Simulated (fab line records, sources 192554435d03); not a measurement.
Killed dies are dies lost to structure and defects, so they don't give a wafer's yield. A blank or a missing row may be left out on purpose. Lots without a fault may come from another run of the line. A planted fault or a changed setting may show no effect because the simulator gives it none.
fab line records | flow n5_finfet | part 1 of 2: steps 1 to 13 of 23
record lots=5 wafers=15 last_day=17
route steps=1938 shown FIN_SAQP@130
lots that met no fault: from a run of the same line without faults
start_h: hours from the record's first day to the start of the lot's first wafer shown | wait_h: hours since the lot's step before | " the same as in the row above | L1.1+2: a row that stands for several wafers | - no value, or no start given | * or withheld: withheld | < > ~ a bound
route shown NAME@n: a module of which the file shows steps, and the number in the route of the first | usual: mean/standard deviation of fault-free wafers | same: alike in all rows | chamber/n: place in a boat | sites: the reading at each site | _std_site: their standard deviation | _edge_site: outer sites' mean less inner sites' | radius_mm: how far each site lies from the wafer's centre | mask NAME#n: copy n | behind: the tool/chamber that last shaped the wafer | hold: why the lot was held/for how many hours/how that ended | device: the transistor (n, p or np) that didn't switch | end of line: the same wafers' tests at the end of the route | a step without rows: its recipe alone | killed: dies lost to structure and defects at the first sort, not the wafer's yield | map: a wafer's dies, x killed, . not, _ none there
set.NAME: the setting as run; set.NAME@STEP: as run at that earlier step | model.NAME: the simulator's own value behind a step, which no gauge read
lots at some steps of the route; a table a step, a row a wafer
services: from which hour (start_h, from the record's first day; less than 0 if before it) a tool's chamber was out of use, for how many hours, and why
## steps
# step N5_FIN_SAQP_ETCH_65
# recipe chemistry=CF4 target=SiO2 target_depth_a=40 ion_energy_ev=350 time_s=4.4 pressure_mtorr=10 icp_w=800 bias_w=400 cf4_flow_sccm=80
# usual drypump_motor_current_A=5.6/0.34 oes_product_au=1.001/0.024 rf_fwd_power_W=790/3.6 throttle_valve_pct=21.75/0.17
# columns lot.wafer tool chamber start_h wait_h drypump_motor_current_A oes_product_au rf_fwd_power_W rf_hours_counter_h throttle_valve_pct
L074.2 rie_si-05 1 24.40 0.1 5.4 0.994 789 68 21.93
L074.3 " 2 " " 5.5 0.994 792 97 21.89
L074.5 " 3 " " 5.3 1.004 789 - 22.03
L078.2 rie_si-04 3 48.08 0.1 5.6 0.964 791 104 21.68
L078.3 " 2 " " 5.2 1.004 785 80 21.57
L078.5 " 0 " " 5.9 1.017 789 - 21.73
L081.2 rie_si-04 0 66.56 0.1 5.9 1.006 787 28 21.72
L081.3 " 2 " " 5.3 1.014 787 80 21.58
L081.6 " 3 " " 5.7 0.970 791 - 21.68
L090.2 rie_si-03 3 120.95 0.1 4.7 0.969 787 1 21.44
L090.3 " 1 " " 5.6 0.974 794 41 21.86
L090.4 " 2 " " 6.2 1.013 780 130 21.54
L092.1 rie_si-03 0 132.36 0.1 5.2 0.988 788 101 21.66
L092.3 " 3 " " 4.7 0.973 786 1 21.43
L092.6 " 1 " " 5.6 0.979 793 - 21.87
# step N5_FIN_SAQP_MANDREL_ETCH_58
# recipe chemistry=HBr/Cl2 target=a-Si target_depth_a=450 bt_time_s=10 stop_on=SiNx mask_material=SiO2 over_etch_frac=0.8 time_s=27 pressure_mtorr=10 icp_w=800 bias_w=75 HBr_flow_sccm=150 Cl2_flow_sccm=80 ends=end_point
# usual drypump_motor_current_A=5.6/0.34 oes_product_au=0.697/0.012 rf_fwd_power_W=794/3.2 throttle_valve_pct=35.52/0.2
# columns lot.wafer tool chamber start_h wait_h drypump_motor_current_A oes_product_au rf_fwd_power_W rf_hours_counter_h throttle_valve_pct
L074.2 rie_si-05 1 24.44 0.0 5.4 0.697 793 68 35.75
L074.3 " 2 " " 5.6 0.709 796 97 35.68
L074.5 " 3 " " 5.3 0.704 798 - 35.84
L078.2 rie_si-04 3 48.11 0.0 5.7 0.680 797 104 35.51
L078.3 " 2 " " 5.3 0.701 792 80 35.40
L078.5 " 0 " " 5.9 0.706 794 - 35.53
L081.2 rie_si-04 0 66.59 0.0 5.9 0.694 798 28 35.54
L081.3 " 2 " " 5.2 0.700 795 80 35.42
L081.6 " 3 " " 5.6 0.679 795 - 35.51
L090.2 rie_si-03 3 120.98 0.0 4.7 0.675 794 1 35.04
L090.3 " 1 " " 5.6 0.680 798 41 35.70
L090.4 " 2 " " 6.1 0.711 790 130 35.29
L092.1 rie_si-03 0 132.39 0.0 5.2 0.696 793 101 35.41
L092.3 " 3 " " 4.7 0.687 793 1 35.03
L092.6 " 1 " " 5.6 0.694 800 - 35.66
# step N5_FIN_SAQP_RECESS_63
# recipe chemistry=HF/NH3 target=SiO2 target_depth_a=180 afs_cycles=3 temp_c=30 sublimation_temp_c=180 sublimation_time_s=60
# usual drypump_motor_current_A=6.0/0.37 foreline_p_Torr=0.1279/0.0004
# columns lot.wafer tool chamber start_h wait_h drypump_motor_current_A foreline_p_Torr
L074.2 vapor_etch-02 0 24.52 0.1 6.6 0.1279
L074.3 " 0 " " 6.6 0.1279
L074.5 " 1 " " 5.6 0.1283
L078.2 vapor_etch-01 0 48.19 0.1 5.9 0.1274
L078.3 " 0 " " 5.9 0.1275
L078.5 " 1 " " 5.8 0.1283
L081.2 vapor_etch-01 0 66.67 0.1 5.9 0.1284
L081.3 " 1 " " 5.7 0.1278
L081.6 " 0 " " 5.9 0.1282
L090.2 vapor_etch-02 1 121.06 0.1 5.7 0.1286
L090.3 " 0 " " 6.6 0.1272
L090.4 " 1 " " 5.7 0.1278
L092.1 vapor_etch-01 1 132.47 0.1 5.8 0.1277
L092.3 " 1 " " 5.7 0.1281
L092.6 " 0 " " 5.9 0.1280
# step N5_FIN_SAQP_COAT_68
# recipe resist=SOC temp_c=250 time_s=60 spin_rpm=1500 resist_thk_nm=100
# usual chill_plate_temp_C=23.02/0.1 dispense_pressure_kPa=53.2/1.7
# columns lot.wafer tool chamber start_h wait_h chill_plate_temp_C dispense_pressure_kPa
L074.2 litho_track-05 0 24.90 0.3 22.93 54.2
L074.3 " 0 " " 23.07 54.2
L074.5 " 0 " " 23.00 54.2
L078.2 litho_track-04 0 48.58 0.3 22.99 51.3
L078.3 " 0 " " 22.95 51.4
L078.5 " 0 " " 22.94 51.4
L081.2 litho_track-04 0 67.06 0.3 22.99 51.5
L081.3 " 0 " " 23.01 51.4
L081.6 " 0 " " 22.96 51.4
L090.2 litho_track-05 0 121.45 0.3 22.98 54.3
L090.3 " 0 " " 23.05 54.3
L090.4 " 0 " " 23.02 54.3
L092.1 litho_track-03 0 132.86 0.3 23.17 55.1
L092.3 " 0 " " 23.07 55.1
L092.6 " 0 " " 23.12 55.1
# step N5_FIN_SAQP_ETCH_69
# recipe chemistry=N2/H2 target=SOC target_depth_a=1500 stop_on=SiNx ion_energy_ev=100 bias_w=61 pressure_mtorr=30 source_w=850 n2_flow_sccm=200 h2_flow_sccm=200
# usual drypump_motor_current_A=5.6/0.53 oes_product_au=0.80/0.098 rf_fwd_power_W=843/3.2 rf_vpp_V=240.8/1.4 showerhead_plenum_p_Torr=2.56/0.11 throttle_valve_pct=17.79/0.2
# columns lot.wafer tool chamber start_h wait_h drypump_motor_current_A oes_product_au rf_fwd_power_W rf_hours_counter_h rf_vpp_V showerhead_plenum_p_Torr throttle_valve_pct
L074.2 rie_diel-03 0 25.01 - 5.5 0.70 849 201 240.8 2.51 17.68
L074.3 " 3 " " 4.8 0.75 842 153 241.9 2.64 18.08
L074.5 " 3 " " 4.8 0.76 843 - 241.9 2.64 18.08
L078.2 rie_diel-04 1 48.64 - 5.1 0.69 845 235 239.4 2.41 17.95
L078.3 " 2 " " 6.1 0.84 845 48 241.4 2.58 17.47
L078.5 " 2 " " 6.1 0.86 845 - 241.7 2.58 17.48
L081.2 rie_diel-03 1 67.12 - 6.5 0.92 846 17 242.2 2.72 17.75
L081.3 " 2 " " 5.3 0.74 844 167 239.2 2.44 17.98
L081.6 " 0 " " 5.5 0.70 841 - 239.5 2.51 17.69
L090.2 rie_diel-01 3 121.52 - 6.3 0.92 835 13 240.8 2.50 17.79
L090.3 " 0 " " 5.8 0.82 847 77 241.6 2.56 17.59
L090.4 " 1 " " 5.1 0.90 841 20 242.2 2.71 17.69
L092.1 rie_diel-04 3 132.92 - 6.0 0.68 847 239 239.6 2.40 18.08
L092.3 " 1 " " 5.0 0.92 843 5 241.1 2.72 17.56
L092.6 " 0 " " 5.3 0.92 845 - 240.0 2.49 17.65
# step N5_FIN_SAQP_ETCH_67
# recipe chemistry=CH3F/O2 target=SiNx target_depth_a=300 mask_material=SOC pressure_mtorr=30 source_w=395 bias_w=73 Ar_flow_sccm=150 CH3F_flow_sccm=30 O2_flow_sccm=20 ion_energy_ev=120
# usual drypump_motor_current_A=5.6/0.53 oes_product_au=0.81/0.1 rf_fwd_power_W=390.3/1.7 rf_vpp_V=298/3.5 showerhead_plenum_p_Torr=2.01/0.081 throttle_valve_pct=16.33/0.2
# columns lot.wafer tool chamber start_h wait_h drypump_motor_current_A oes_product_au rf_fwd_power_W rf_hours_counter_h rf_vpp_V showerhead_plenum_p_Torr throttle_valve_pct
L074.2 rie_diel-03 0 25.07 0.0 5.5 0.72 390.2 201 298 1.97 16.30
L074.3 " 3 " " 4.8 0.76 389.3 153 300 2.08 16.56
L074.5 " 3 " " 4.8 0.76 390.0 - 299 2.08 16.55
L078.2 rie_diel-04 1 48.70 0.0 5.0 0.69 393.1 235 294 1.88 16.35
L078.3 " 2 " " 6.1 0.86 391.9 48 294 2.03 16.03
L078.5 " 2 " " 6.1 0.86 390.1 - 294 2.03 16.05
L081.2 rie_diel-03 1 67.18 0.0 6.5 0.93 392.9 17 301 2.13 16.19
L081.3 " 2 " " 5.3 0.74 392.4 167 295 1.92 16.46
L081.6 " 0 " " 5.5 0.70 390.3 - 298 1.97 16.33
L090.2 rie_diel-01 3 121.58 0.0 6.3 0.93 387.3 13 293 1.97 16.29
L090.3 " 0 " " 5.7 0.82 390.4 77 299 2.02 16.20
L090.4 " 1 " " 5.1 0.91 389.6 20 304 2.13 16.21
L092.1 rie_diel-04 3 132.98 0.0 6.0 0.69 392.9 239 296 1.89 16.69
L092.3 " 1 " " 5.1 0.95 390.9 5 300 2.13 15.92
L092.6 " 0 " " 5.3 0.93 389.0 - 304 1.96 16.17
# step N5_FIN_SAQP_STRIP_70
# recipe chemistry=N2/H2 power_w=500 temp_c=40 pressure_mtorr=50 rf_frequency_hz=6e+07 overash_fraction=0.3 bias_power_w=28 h2_frac=0.5 n2_flow_sccm=300 h2_flow_sccm=300
# usual drypump_motor_current_A=5.6/0.53 oes_product_au=0.81/0.1 rf_fwd_power_W=493.8/2.1 rf_vpp_V=122.0/1.1 showerhead_plenum_p_Torr=3.38/0.13 throttle_valve_pct=18.9/0.31
# columns lot.wafer tool chamber start_h wait_h drypump_motor_current_A oes_product_au rf_fwd_power_W rf_hours_counter_h rf_vpp_V showerhead_plenum_p_Torr throttle_valve_pct
L074.2 rie_diel-03 0 25.11 0.0 5.5 0.71 491.3 201 121.3 3.32 18.6
L074.3 " 3 " " 4.8 0.77 495.8 153 122.8 3.49 19.4
L074.5 " 3 " " 4.8 0.77 493.9 - 122.9 3.49 19.4
L078.2 rie_diel-04 1 48.74 0.0 5.1 0.69 493.7 235 121.4 3.19 19.3
L078.3 " 2 " " 6.1 0.86 492.3 48 122.8 3.41 18.5
L078.5 " 2 " " 6.1 0.87 494.5 - 121.9 3.40 18.5
L081.2 rie_diel-03 1 67.22 0.0 6.5 0.95 495.4 17 123.8 3.58 18.9
L081.3 " 2 " " 5.3 0.75 493.4 167 119.6 3.23 19.2
L081.6 " 0 " " 5.5 0.69 490.4 - 123.2 3.31 18.6
L090.2 rie_diel-01 3 121.62 0.0 6.3 0.93 492.3 13 121.7 3.30 19.0
L090.3 " 0 " " 5.8 0.82 496.6 77 122.6 3.39 18.5
L090.4 " 1 " " 5.1 0.91 495.1 20 122.6 3.57 18.8
L092.1 rie_diel-04 3 133.02 0.0 6.0 0.69 496.5 239 120.1 3.18 19.0
L092.3 " 1 " " 5.1 0.94 495.1 5 122.3 3.58 19.0
L092.6 " 0 " " 5.3 0.92 492.8 - 121.1 3.30 18.7
# step N5_FIN_SAQP_RECESS_71
# recipe chemistry=HF/NH3 target=SiO2 target_depth_a=30 afs_cycles=1 temp_c=30 sublimation_temp_c=180 sublimation_time_s=60
# usual drypump_motor_current_A=5.9/0.32 foreline_p_Torr=0.1279/0.0004
# columns lot.wafer tool chamber start_h wait_h drypump_motor_current_A foreline_p_Torr
L074.2 vapor_etch-02 1 25.18 0.0 5.7 0.1288
L074.3 " 1 " " 5.7 0.1284
L074.5 " 0 " " 6.6 0.1279
L078.2 vapor_etch-02 1 48.80 0.0 5.7 0.1283
L078.3 " 0 " " 6.6 0.1266
L078.5 " 1 " " 5.7 0.1278
L081.2 vapor_etch-02 1 67.28 0.0 5.7 0.1278
L081.3 " 1 " " 5.7 0.1282
L081.6 " 0 " " 6.6 0.1283
L090.2 vapor_etch-01 1 121.68 0.0 5.8 0.1283
L090.3 " 1 " " 5.8 0.1277
L090.4 " 0 " " 5.9 0.1279
L092.1 vapor_etch-01 0 133.08 0.0 5.9 0.1277
L092.3 " 1 " " 5.7 0.1278
L092.6 " 1 " " 5.7 0.1278
# step N5_FIN_SAQP_SPACER2_ALD_28
# recipe material=SiO2 target_thk_a=81 temp_c=300 ald_precursor_family=BDEAS ald_co_reactant=O2-plasma pulse_time_s=1 purge_time_s=2 co_reactant_purge_time_s=2 pressure_torr=2
# usual heater_power_w=481/57 precursor_pulse_height_rel=1.001/0.022
# columns lot.wafer tool chamber start_h wait_h heater_power_w precursor_pulse_height_rel
L074.2 ald_sin-02 2 25.60 0.4 462 1.006
L074.3 " 0 " " 411 1.029
L074.5 " 3 " " 471 0.996
L078.2 ald_sin-01 3 48.94 0.1 521 0.963
L078.3 " 2 " " 593 1.009
L078.5 " 3 " " 509 1.002
L081.2 ald_sin-02 3 67.42 0.1 465 1.003
L081.3 " 0 " " 421 1.008
L081.6 " 3 " " 464 0.998
L090.2 ald_sin-01 0 121.82 0.1 449 0.986
L090.3 " 3 " " 531 1.026
L090.4 " 3 " " 519 0.992
L092.1 ald_sin-01 3 133.23 0.1 520 1.018
L092.3 " 2 " " 593 1.022
L092.6 " 1 " " 420 1.012
# step N5_FIN_SAQP_SPACER2_ETCHBACK_29
# recipe chemistry=CHF3/O2 mode=anisotropic_etchback target=SiO2 target_depth_a=122 time_s=6.1 pressure_mtorr=30 source_w=650 bias_w=170 Ar_flow_sccm=200 CHF3_flow_sccm=50 O2_flow_sccm=5 ion_energy_ev=200
# usual drypump_motor_current_A=5.6/0.52 oes_product_au=0.82/0.1 rf_fwd_power_W=644.9/2.2 rf_vpp_V=525/5.9 showerhead_plenum_p_Torr=2.42/0.098 throttle_valve_pct=18.88/0.18
# columns lot.wafer tool chamber start_h wait_h drypump_motor_current_A oes_product_au rf_fwd_power_W rf_hours_counter_h rf_vpp_V showerhead_plenum_p_Torr throttle_valve_pct
L074.2 rie_diel-01 0 25.93 0.2 5.7 0.87 647.2 43 527 2.45 18.70
L074.3 " 2 " " 5.4 0.69 645.9 230 519 2.29 19.06
L074.5 " 2 " " 5.4 0.68 645.8 - 519 2.29 19.04
L078.2 rie_diel-03 1 49.27 0.2 6.5 0.96 647.5 12 531 2.56 18.75
L078.3 " 0 " " 5.5 0.71 645.0 210 523 2.38 18.81
L078.5 " 0 " " 5.5 0.71 645.0 - 522 2.38 18.83
L081.2 rie_diel-04 1 67.82 0.2 5.0 0.69 643.5 243 518 2.27 18.86
L081.3 " 3 " " 6.0 0.70 644.7 221 517 2.29 19.18
L081.6 " 2 " " 6.1 0.84 644.9 - 520 2.45 18.62
L090.2 rie_diel-01 1 122.15 0.2 5.1 0.91 645.1 20 535 2.56 18.80
L090.3 " 2 " " 5.4 0.96 646.9 7 529 2.56 18.70
L090.4 " 3 " " 6.3 0.94 643.3 13 518 2.37 18.89
L092.1 rie_diel-03 3 133.55 0.2 4.8 0.73 642.5 192 527 2.49 19.15
L092.3 " 1 " " 6.5 0.90 646.8 39 530 2.55 18.80
L092.6 " 1 " " 6.5 0.90 648.7 - 530 2.55 18.79
# step N5_FIN_SAQP_MANDREL2_REMOVE_60
# recipe chemistry=HBr/Cl2/O2 bt_time_s=10 target=a-Si stop_on=SiNx endpoint=OES-SiCl over_etch_frac=1 icp_w=600 bias_w=22 HBr_flow_sccm=150 Cl2_flow_sccm=80 O2_flow_sccm=5 pressure_mtorr=10
# usual drypump_motor_current_A=5.5/0.37 oes_product_au=1.000/0.019 rf_fwd_power_W=596.8/1.9 throttle_valve_pct=36.63/0.21
# columns lot.wafer tool chamber start_h wait_h drypump_motor_current_A oes_product_au rf_fwd_power_W rf_hours_counter_h throttle_valve_pct
L074.2 rie_si-04 2 26.02 0.1 5.2 1.013 598.0 79 36.53
L074.3 " 3 " " 5.7 0.979 598.4 103 36.64
L074.5 " 1 " " 5.9 1.036 596.9 - 36.51
L078.2 rie_si-04 3 49.36 0.1 5.7 0.957 597.0 104 36.64
L078.3 " 1 " " 5.9 1.034 597.1 20 36.51
L078.5 " 1 " " 5.9 1.035 599.0 - 36.52
L081.2 rie_si-03 2 67.91 0.1 6.1 1.003 595.2 129 36.43
L081.3 " 1 " " 5.6 0.975 596.1 40 36.82
L081.6 " 3 " " 4.7 0.977 595.7 - 36.16
L090.2 rie_si-04 0 122.23 0.1 5.9 1.013 598.2 30 36.67
L090.3 " 3 " " 5.7 0.975 598.7 105 36.66
L090.4 " 2 " " 5.3 1.013 596.6 81 36.55
L092.1 rie_si-03 0 133.64 0.1 5.2 0.993 596.1 101 36.57
L092.3 " 1 " " 5.6 0.985 598.9 42 36.83
L092.6 " 2 " " 6.1 1.020 596.0 - 36.40
# step N5_FIN_SAQP_CD_MEAS_31
# recipe target_cd_nm=8 landing_energy_ev=1000 detector=se_inlens polarity=line
# usual cd_nm=8.09/0.22
# columns lot.wafer tool chamber start_h wait_h cd_nm
L074.2 cd_sem-01 0 26.13 0.1 8.00
L074.3 " 0 " " 8.06
L074.5 " 0 " " 7.99
L078.2 cd_sem-02 0 49.47 0.1 8.23
L078.3 " 0 " " 7.98
L078.5 " 0 " " 8.23
L081.2 cd_sem-02 0 68.02 0.1 7.95
L081.3 " 0 " " 8.05
L081.6 " 0 " " 7.94
L090.2 cd_sem-03 0 122.35 0.1 8.28
L090.3 " 0 " " 7.72
L090.4 " 0 " " 8.05
L092.1 cd_sem-02 0 133.75 0.1 8.59
L092.3 " 0 " " 8.37
L092.6 " 0 " " 8.05
# step N5_FIN_SAQP_HM_OPEN_33
# recipe chemistry=CH3F/O2 target=SiNx mask_material=SiO2 target_depth_a=494 time_s=70.6 pressure_mtorr=30 source_w=395 bias_w=73 Ar_flow_sccm=150 CH3F_flow_sccm=30 O2_flow_sccm=20 ion_energy_ev=120 ends=cleared
# usual drypump_motor_current_A=5.6/0.52 etch_rf_on_time_s=69.3/1.4 oes_product_au=0.69/0.085 rf_fwd_power_W=390.1/1.7 rf_vpp_V=298/3.5 showerhead_plenum_p_Torr=2.01/0.086 throttle_valve_pct=16.32/0.21
# columns lot.wafer tool chamber start_h wait_h drypump_motor_current_A etch_rf_on_time_s oes_product_au rf_fwd_power_W rf_hours_counter_h rf_vpp_V showerhead_plenum_p_Torr throttle_valve_pct
L074.2 rie_diel-04 0 26.17 0.0 5.3 69.2 0.58 387.3 245 305 1.97 16.54
L074.3 " 1 " " 5.1 68.8 0.60 389.7 227 295 1.89 16.32
L074.5 " 0 " " 5.3 70.0 0.59 387.8 - 304 1.97 16.56
L078.2 rie_diel-03 3 49.72 0.3 4.9 69.1 0.64 391.5 163 300 2.08 16.55
L078.3 " 2 " " 5.3 69.8 0.64 390.3 162 294 1.92 16.42
L078.5 " 2 " " 5.3 70.8 0.64 390.1 - 294 1.92 16.44
L081.2 rie_diel-01 1 68.07 0.0 5.1 68.1 0.84 390.3 1 304 2.14 16.14
L081.3 " 0 " " 5.8 68.3 0.73 391.0 57 299 2.03 16.15
L081.6 " 2 " " 5.4 71.7 0.58 386.2 - 294 1.89 16.56
L090.2 rie_diel-01 0 122.39 0.0 5.7 69.0 0.70 390.1 77 298 2.02 16.19
L090.3 " 3 " " 6.3 68.0 0.80 388.4 13 294 1.97 16.27
L090.4 " 2 " " 5.3 69.0 0.81 390.1 7 300 2.14 16.14
L092.1 rie_diel-04 1 133.80 0.0 5.0 68.5 0.80 390.7 6 300 2.13 15.91
L092.3 " 2 " " 6.1 69.1 0.71 388.9 76 294 2.02 16.11
L092.6 " 3 " " 6.0 71.1 0.60 391.8 - 294 1.89 16.67
